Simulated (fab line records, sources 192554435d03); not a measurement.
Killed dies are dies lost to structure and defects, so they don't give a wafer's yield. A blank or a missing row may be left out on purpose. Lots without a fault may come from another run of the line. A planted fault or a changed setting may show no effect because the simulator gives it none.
fab line records | flow n5_finfet
record lots=7 wafers=19 last_day=17
route steps=1938 shown BEOL_M14@1758 PASSIVATION@1936
lots that met no fault: from a run of the same line without faults
start_h: hours from the record's first day to the start of the lot's first wafer shown | wait_h: hours since the lot's step before | " the same as in the row above | L1.1+2: a row that stands for several wafers | - no value, or no start given | * or withheld: withheld | < > ~ a bound
route shown NAME@n: a module of which the file shows steps, and the number in the route of the first | usual: mean/standard deviation of fault-free wafers | same: alike in all rows | chamber/n: place in a boat | sites: the reading at each site | _std_site: their standard deviation | _edge_site: outer sites' mean less inner sites' | radius_mm: how far each site lies from the wafer's centre | mask NAME#n: copy n | behind: the tool/chamber that last shaped the wafer | hold: why the lot was held/for how many hours/how that ended | device: the transistor (n, p or np) that didn't switch | end of line: the same wafers' tests at the end of the route | a step without rows: its recipe alone | killed: dies lost to structure and defects at the first sort, not the wafer's yield | map: a wafer's dies, x killed, . not, _ none there
set.NAME: the setting as run; set.NAME@STEP: as run at that earlier step | model.NAME: the simulator's own value behind a step, which no gauge read
lots at some steps of the route; a table a step, a row a wafer
services: from which hour (start_h, from the record's first day; less than 0 if before it) a tool's chamber was out of use, for how many hours, and why
## steps
# step N5_BEOL_M14_PRECLEAN_39
# recipe chemistry=residue_remover time_s=60 temp_c=40
# step N5_BEOL_M14_SRD_40
# recipe time_s=30 temp_c=23 rinse_liquid=diw dry=n2_spin spin_rpm=1500 dry_time_s=30
# step N5_BEOL_M14_DEGAS_41
# recipe ambient=vacuum temp_c=300 time_s=60
# usual heater_power_w=453/54
# same time_s=60
# columns lot.wafer tool chamber start_h wait_h heater_power_w
L267.1 pvd_sputter-01 - 282.67 2.2 440
L267.2 " - " " 412
L266.1 pvd_sputter-03 - 290.84 0.0 431
L266.4 " - " " 420
L266.5 " - " " 434
L269.1 pvd_sputter-02 - 302.24 0.2 540
L269.2 " - " " 468
L270.1 pvd_sputter-03 - 303.46 0.1 429
L270.3 " - " " 414
L270.6 " - " " 428
L278.1 pvd_sputter-01 - 358.61 0.6 568
L278.3 " - " " 404
L278.6 " - " " 403
L280.2 pvd_sputter-01 - 371.73 0.3 433
L280.3 " - " " 408
L280.6 " - " " 401
L283.1 pvd_sputter-01 - 385.21 0.1 398
L283.5 " - " " 556
L283.6 " - " " 439
# step N5_BEOL_M14_PRE_CLEAN_42
# recipe gas=H2/He time_s=30 temp_c=300
# step N5_BEOL_M14_SPUTTER_43
# recipe material=TaN target_thk_a=150 temp_c=50 bias_v=168.6 power_w=15000 chamber_pressure_pa=0.12 time_s=24.19
# usual throttle_valve_pct=29.9/0.92
# same time_s=24.19
# columns lot.wafer tool chamber start_h wait_h throttle_valve_pct
L267.1 pvd_sputter-01 - 282.75 0.0 27.4
L267.2 " - " " 29.8
L266.1 pvd_sputter-03 - 290.92 0.0 29.7
L266.4 " - " " 29.8
L266.5 " - " " 29.6
L269.1 pvd_sputter-02 - 302.32 0.0 30.2
L269.2 " - " " 30.1
L270.1 pvd_sputter-03 - 303.54 0.0 30.6
L270.3 " - " " 29.6
L270.6 " - " " 30.5
L278.1 pvd_sputter-01 - 358.69 0.0 30.1
L278.3 " - " " 29.9
L278.6 " - " " 29.9
L280.2 pvd_sputter-01 - 371.81 0.0 27.6
L280.3 " - " " 29.7
L280.6 " - " " 29.8
L283.1 pvd_sputter-01 - 385.29 0.0 30.0
L283.5 " - " " 30.0
L283.6 " - " " 27.7
# step N5_BEOL_M14_SPUTTER_44
# recipe material=Ta target_thk_a=150 temp_c=50 bias_v=80 power_w=15000 chamber_pressure_pa=0.07 time_s=24.19
# usual throttle_valve_pct=29.9/0.91
# same time_s=24.19
# columns lot.wafer tool chamber start_h wait_h throttle_valve_pct
L267.1 pvd_sputter-01 - 282.83 0.0 27.6
L267.2 " - " " 29.6
L266.1 pvd_sputter-03 - 291.00 0.0 29.8
L266.4 " - " " 29.8
L266.5 " - " " 29.8
L269.1 pvd_sputter-02 - 302.40 0.0 30.0
L269.2 " - " " 30.2
L270.1 pvd_sputter-03 - 303.62 0.0 30.2
L270.3 " - " " 29.7
L270.6 " - " " 30.5
L278.1 pvd_sputter-01 - 358.77 0.0 30.1
L278.3 " - " " 29.7
L278.6 " - " " 29.8
L280.2 pvd_sputter-01 - 371.89 0.0 27.6
L280.3 " - " " 29.8
L280.6 " - " " 29.8
L283.1 pvd_sputter-01 - 385.37 0.0 29.8
L283.5 " - " " 29.9
L283.6 " - " " 27.4
# step N5_BEOL_M14_SPUTTER_45
# recipe material=Cu target_thk_a=1000 temp_c=-20 bias_v=60 power_w=26000 chamber_pressure_pa=0.13 time_s=16.67
# usual throttle_valve_pct=29.9/0.93
# same time_s=16.67
# columns lot.wafer tool chamber start_h wait_h throttle_valve_pct
L267.1 pvd_sputter-01 - 282.91 0.0 27.5
L267.2 " - " " 29.7
L266.1 pvd_sputter-03 - 291.08 0.0 29.5
L266.4 " - " " 29.8
L266.5 " - " " 29.8
L269.1 pvd_sputter-02 - 302.48 0.0 30.2
L269.2 " - " " 30.6
L270.1 pvd_sputter-03 - 303.70 0.0 30.6
L270.3 " - " " 29.5
L270.6 " - " " 30.8
L278.1 pvd_sputter-01 - 358.85 0.0 30.2
L278.3 " - " " 29.6
L278.6 " - " " 29.7
L280.2 pvd_sputter-01 - 371.97 0.0 27.2
L280.3 " - " " 29.6
L280.6 " - " " 30.0
L283.1 pvd_sputter-01 - 385.45 0.0 29.8
L283.5 " - " " 30.1
L283.6 " - " " 27.6
# step N5_BEOL_M14_ECD_47
# recipe material=Cu target_thk_a=12480
# step N5_BEOL_M14_ANNEAL_48
# recipe temp_c=225 time_s=90 ambient=N2
# usual wafer_temp_C_max=226.02/0.23
# same time_s=90
# columns lot.wafer tool chamber start_h wait_h wafer_temp_C_max
L267.1 rtp_anneal-02 0 283.22 0.1 225.94
L267.2 " 0 " " 226.27
L266.1 rtp_anneal-02 0 291.38 0.1 225.88
L266.4 " 0 " " 225.72
L266.5 " 0 " " 226.01
L269.1 rtp_anneal-01 0 302.78 0.1 226.05
L269.2 " 0 " " 226.15
L270.1 rtp_anneal-01 0 304.01 0.1 226.14
L270.3 " 0 " " 225.96
L270.6 " 0 " " 226.13
L278.1 rtp_anneal-02 0 359.16 0.1 226.42
L278.3 " 0 " " 225.65
L278.6 " 0 " " 225.83
L280.2 rtp_anneal-01 0 372.32 0.2 226.36
L280.3 " 0 " " 226.05
L280.6 " 0 " " 226.06
L283.1 rtp_anneal-02 0 385.76 0.1 226.30
L283.5 " 0 " " 226.20
L283.6 " 0 " " 225.99
# step N5_BEOL_M14_CMP_49
# recipe stop_on=SiO2 t_overpolish_s=5.2 down_force_psi=2 platen_rpm=80 clearing_platen_down_force_psi=2 clearing_platen_rpm=80 post_cmp_clean=cu_alkaline target_thk_nm=560 clearing_platen_pad_velocity_m_s=1.5917 pad_velocity_m_s=1.5917
# step N5_BEOL_M14_THK_MEAS_50
# recipe thk_meas_gauge=xrf reads=Cu_of_BEOL_M14_ECD_47
# usual M14_THK=576/13
# columns lot.wafer tool chamber start_h wait_h M14_THK[nm]
L267.1 film_metro-02 - 283.83 - 579
L267.2 " - " " 549
L266.1 film_metro-02 - 291.98 - 583
L266.4 " - " " 584
L266.5 " - " " 580
L269.1 film_metro-01 - 303.37 - 582
L269.2 " - " " 572
L270.1 film_metro-01 - 304.60 - 567
L270.3 " - " " 566
L270.6 " - " " 567
L278.1 film_metro-02 - 359.75 - 582
L278.3 " - " " 565
L278.6 " - " " 566
L280.2 film_metro-02 - 372.86 - 573
L280.3 " - " " 568
L280.6 " - " " 570
L283.1 film_metro-01 - 386.35 - 558
L283.5 " - " " 561
L283.6 " - " " 560
# step N5_BEOL_M14_PRE_CLEAN_52
# recipe gas=NH3 time_s=15 temp_c=withheld rf_power_w=300
# step N5_BEOL_M14_DEP_53
# recipe material=SiCN target_thk_a=500 temp_c=withheld precursor=3MS/NH3 pressure_torr=3 rf_w=675 time_s=17.8
# usual showerhead_plenum_p_Torr=4.158/0.026 showerhead_vpp_V=1649/74 throttle_valve_pct=18.5/1.2
# columns lot.wafer tool chamber start_h wait_h showerhead_plenum_p_Torr showerhead_vpp_V throttle_valve_pct model.SiCN_of_BEOL_M14_DEP_53.thk_nm
L267.1 pecvd-02 1 283.89 0.0 4.139 1576 17.8 48
L267.2 " 2 " " 4.155 1691 17.3 49.4
L266.1 pecvd-04 2 292.04 0.0 4.180 1594 17.3 49.2
L266.4 " 0 " " 4.155 1693 19.7 50.4
L266.5 " 1 " " 4.137 1613 18.2 50.2
L269.1 pecvd-02 2 303.44 0.0 4.152 1720 17.5 47.2
L269.2 " 1 " " 4.119 1588 17.7 49.2
L270.1 pecvd-02 1 304.66 0.0 4.126 1587 17.6 47.4
L270.3 " 2 " " 4.158 1680 17.3 50
L270.6 " 0 " " 4.198 1777 17.9 50
L278.1 pecvd-02 1 359.81 0.0 4.117 1597 17.7 49.4
L278.3 " 0 " " 4.199 1758 18.3 49.6
L278.6 " 1 " " 4.120 1589 17.8 50.2
L280.2 pecvd-04 2 372.93 0.0 4.187 1580 17.5 49.8
L280.3 " 0 " " 4.161 1701 19.5 49.8
L280.6 " 1 " " 4.144 1643 18.1 51.2
L283.1 pecvd-04 0 386.42 0.0 4.166 1680 19.7 49.8
L283.5 " 0 " " 4.156 1705 20.0 50.2
L283.6 " 2 " " 4.184 1601 17.7 50
# step N5_BEOL_M14_RS_MEAS_54
# recipe thk_meas_gauge=four-point-probe reads=Cu_of_BEOL_M14_ECD_47+Ta_of_BEOL_M14_SPUTTER_44+TaN_of_BEOL_M14_SPUTTER_43
# usual M14_RS=0.0331/0.00075
# columns lot.wafer tool chamber start_h wait_h M14_RS[ohm/sq]
L267.1 film_metro-01 - 283.96 0.0 0.0328
L267.2 " - " " 0.0346
L266.1 film_metro-01 - 292.11 0.0 0.0325
L266.4 " - " " 0.0326
L266.5 " - " " 0.0328
L269.1 film_metro-01 - 303.50 0.0 0.0325
L269.2 " - " " 0.0330
L270.1 film_metro-01 - 304.73 0.0 0.0336
L270.3 " - " " 0.0335
L270.6 " - " " 0.0335
L278.1 film_metro-02 - 359.88 0.0 0.0328
L278.3 " - " " 0.0338
L278.6 " - " " 0.0339
L280.2 film_metro-02 - 372.99 0.1 0.0332
L280.3 " - " " 0.0336
L280.6 " - " " 0.0336
L283.1 film_metro-02 - 386.51 0.1 0.0342
L283.5 " - " " 0.0341
L283.6 " - " " 0.0343
# step N5_PASSIVATION_PROBE_49
# usual defect_limited_yield=91.2/1.5 killed_at_M0_to_M3=34/11 killed_at_M4_up=14/5.4 killed_at_contacts=12/5.9 killed_at_front_end=40/12 killed_at_other=4/3.3 killed_dies=103/18 killed_open=68/13 killed_short=34/7.5 sort_bin_5_function=5.1/1 sort_bin_6_memory=3.3/0.7 sort_bin_8_speed=0.03/0.27 sort_n_pass=1076/18 sort_yield_pct=91.2/1.5
# same gross_dies=1180 killed_at_back_side=0 sort_bin_4_leakage[%]=0
# columns lot.wafer tool chamber start_h wait_h defect_limited_yield[%] killed_at_M0_to_M3 killed_at_M4_up killed_at_contacts killed_at_front_end killed_at_other killed_dies killed_open killed_short sort_bin_5_function[%] sort_bin_6_memory[%] sort_bin_8_speed[%] sort_n_pass sort_yield_pct[%]
L266.1 prober-01 - 313.38 0.0 94.0 33 11 5 21 1 71 45 25 3.4 2.6 0 1109 94.0
L266.4 prober-01 - 313.53 0.2 91.6 30 13 19 37 0 99 71 28 5.3 3.0 0 1081 91.6
L266.5 prober-01 - 313.58 0.2 91.0 46 10 7 39 4 106 67 39 5.8 2.8 0 1074 91.0
# killed by level:class
L266.1 BEOL_M0_SAQP:geometric_particle:short=9 BEOL_M2:geometric_particle:open=7 FIN_SAQP:geometric_particle:open=5 BEOL_M0_SAQP:geometric_particle:open=5 STARTING-WAFER:geometric_particle:short=5 MOL_CONTACT_COAG:geometric_particle:open=4 BEOL_M1:geometric_particle:open=4 FIN_SAQP:geometric_particle:short=3
L266.4 MOL_CONTACT_COAG:geometric_particle:open=16 STI_FIN_REVEAL:geometric_particle:open=10 BEOL_M0_SAQP:geometric_particle:short=10 BEOL_M4:geometric_particle:open=9 BEOL_M0_SAQP:geometric_particle:open=8 FIN_SAQP:geometric_particle:short=6 BEOL_M2:geometric_particle:open=6 FIN_SAQP:geometric_particle:open=5
L266.5 BEOL_M0_SAQP:geometric_particle:open=16 BEOL_M0_SAQP:geometric_particle:short=16 STI_FIN_REVEAL:geometric_particle:open=8 BEOL_M2:geometric_particle:open=7 FIN_SAQP:geometric_particle:open=6 GATE_CUT:geometric_particle:open=6 GATE_CUT:geometric_particle:short=6 MOL_CONTACT_COAG:geometric_particle:open=6
## services
# columns tool chamber start_h hours kind
pecvd-02 2 258.87 2.1 scheduled_down
pecvd-04 1 273.54 5.3 repair
pvd_sputter-02 - 281.96 0.5 repair
pecvd-02 - 346.37 2.8 pm
pecvd-04 1 379.70 11.8 repair
## key
first_sign none at tools or gauges
model_effect step=N5_BEOL_M14_DEP_53 value=SiCN_of_BEOL_M14_DEP_53.thk_nm without=49.73 struck=47.53
met_at N5_BEOL_M14_DEP_53
struck_wafers L267.1,L269.1,L270.1
fault kind=process_parameter_drift tool=pecvd-02 chamber=- onset_h=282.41 steps=N5_BEOL_M14_DEP_53 channel=time_s offset=* shape=step end_h=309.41 scope=struck_wafers_only acts_in=* stated=*
